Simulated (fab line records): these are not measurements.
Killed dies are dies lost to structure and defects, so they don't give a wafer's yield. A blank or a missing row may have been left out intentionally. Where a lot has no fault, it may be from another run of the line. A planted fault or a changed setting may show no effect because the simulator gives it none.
Matching of chambers | flow nandHarc | NHARC_A_CHANNEL_FILL_D2_ALD_02 on aldHk-03 has 4 sister chambers
The step deposits SiO2, target thk 6 nm, pulse time 10 s, ald cycles 60. 14 wafers are shown with their chamber, then 7 later ones without.

## WAFERS, EACH WITH ITS CHAMBER
wafer  | chamber | heaterPowerW (W) | precursorPulseHeightRel
L075.2 | 1       | 455              | 1.021
L075.3 | 0       | 499              | 0.992
L075.6 | 2       | 499              | 0.976
L080.1 | 0       | 503              | 1.018
L080.2 | 1       | 475              | 0.978
L080.3 | 2       | 515              | 1.023
L079.3 | 2       | 510              | 0.985
L079.4 | 3       | 461              | 1.002
L079.6 | 3       | 455              | 1.003
L084.1 | 1       | 462              | 0.994
L084.2 | 0       | 509              | 1.002
L084.5 | 2       | 497              | 1.029
L089.2 | 0       | 503              | 0.968
L089.5 | 3       | 454              | 1.026

SIGNATURES (means of the wafers above)
reading                 | chamber 0 | chamber 1 | chamber 2 | chamber 3 | scatter within a chamber
heaterPowerW            | 503.50    | 464.00    | 505.25    | 456.67    | 7.14
precursorPulseHeightRel | 0.99500   | 0.99767   | 1.00325   | 1.01033   | 0.0218
Rule: a wafer's distance from a chamber is the root of the sum, over the readings, of the square of ((its reading less the chamber's mean) divided by the reading's scatter). The wafer belongs to the nearest chamber; if the next one is less than 2 further off, it can't be placed. The scatter is the square root of a quotient: the sum, over the shown wafers, of each reading's squared deviation from its chamber's mean, divided by wafers minus chambers.

## WAFERS WITHOUT THEIR CHAMBER
wafer  | heaterPowerW (W) | precursorPulseHeightRel
L089.6 | 484              | 1.014
L088.1 | 462              | 0.975
L088.2 | 463              | 0.979
L088.6 | 492              | 0.990
L090.2 | 502              | 0.987
L090.5 | 502              | 0.982
L090.6 | 467              | 1.029

## EACH ONE'S CHAMBER
wafer  | from the rows above               | in truth
L089.6 | can't be placed: 0 or 1 or 2 or 3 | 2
L088.1 | can't be placed: 1 or 3           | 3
L088.2 | can't be placed: 1 or 3           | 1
L088.6 | can't be placed: 0 or 2           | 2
L090.2 | can't be placed: 0 or 2           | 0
L090.5 | can't be placed: 0 or 2           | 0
L090.6 | can't be placed: 1 or 3           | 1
0 of 7 placed correctly. Not placeable from these rows: 7 (in 7, the candidates include the true chamber). 0 placed wrongly.
